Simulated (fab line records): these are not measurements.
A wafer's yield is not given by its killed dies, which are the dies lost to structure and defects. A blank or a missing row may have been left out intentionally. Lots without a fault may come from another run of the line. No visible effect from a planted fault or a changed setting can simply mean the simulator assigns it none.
8D (eight disciplines) problem report, filled in by code / flow nandHarc / the parts of the form that need people (team, actions taken, sign-off) are left out

1. WHAT IS WRONG
Mean of runLengthS at NHARC_P_BONDPAD_ETCH_24: 101.2 s across 9 wafers in 3 lots; on wafers with no fault it is 94.5 s (standard deviation 0.44). That puts it +15 standard deviations away from the usual mean.
The step: etches the open film in CF4/N2, target depth 30 nm, time 72.99 s.
The first sign was on wafer L465.3 at day 11 14:23, on rieDiel-04. Wafers with a number at this step in the record: 36, from 12 lots. By rule, "out" or "out of limits" means more than 4 standard deviations away from the usual mean. Any other wafer with a number is counted as sound.

2. WHAT IT IS, AND WHAT IT ISN'T
question=which readings at this step; is=runLengthS; is not=drypumpMotorCurrentA, oesProductAu, rfVppV, showerheadPlenumPTorr, throttleValvePct
question=which lots; is=L465, L466, L467; is not=L444, L446, L449, L450, L452, L453, L455, L458, L461
question=which wafers of those lots; is=all that have a number; is not=-
question=read on which tools; is=rieDiel-04; is not=rieDiel-11
question=when; is=from day 11 14:23; is not=up to then (27 sound wafers)

3. SUSPECTS, AND WHAT RULES EACH OUT
Counting: a tool stays on the suspect list if, at a process step up to the reading, it processed all lots that are out and no sound lot following the first of them.
- rieDiel-04 at NHARC_P_BONDPAD_ETCH_24 (etches the open film in CF4/N2, target depth 30 nm, time 72.99 s): kept. Every lot that is out went through it, starting with L465 (day 11 14:23), and after that it ran no sound lot; the last sound lot it ran before then is L461 (day 10 12:19). On those wafers its own readings are out: runLengthS.
After counting, what remains is rieDiel-04 at NHARC_P_BONDPAD_ETCH_24.

4. THE CAUSE (what the simulator had put in)
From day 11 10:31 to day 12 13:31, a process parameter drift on rieDiel-04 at NHARC_P_BONDPAD_ETCH_24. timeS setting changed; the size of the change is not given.
The count eliminated every tool but this one.

5. THE CHAIN OF EFFECTS, in route order
Each row: a reading where the mean over the struck wafers with a number is more than 3 standard deviations away from the usual. Only readings for which the record gives a usual standard deviation are gone through. hours: the time from each lot's start at the first step in this table that gives one to its start at this step, as a median over the lots. sigmas: the change in usual standard deviations.
hours=0; step=NHARC_P_BONDPAD_ETCH_24; reading=runLengthS; usual=94.5 s; on struck wafers=101.2; change=+6.7; sigmas=+15
It contains these process steps:
- NHARC_P_BONDPAD_ETCH_24: etches the open film in CF4/N2, target depth 30 nm, time 72.99 s.
At these later measuring or inspecting steps, every struck wafer for which the step has a row has a number for every such reading, and none has moved that far: NHARC_END_SORT_01.

6. WHAT WOULD HAVE CAUGHT IT SOONER
In this record no reading fell out of limits until day 11 14:23, 4 hours after the fault had begun at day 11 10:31.
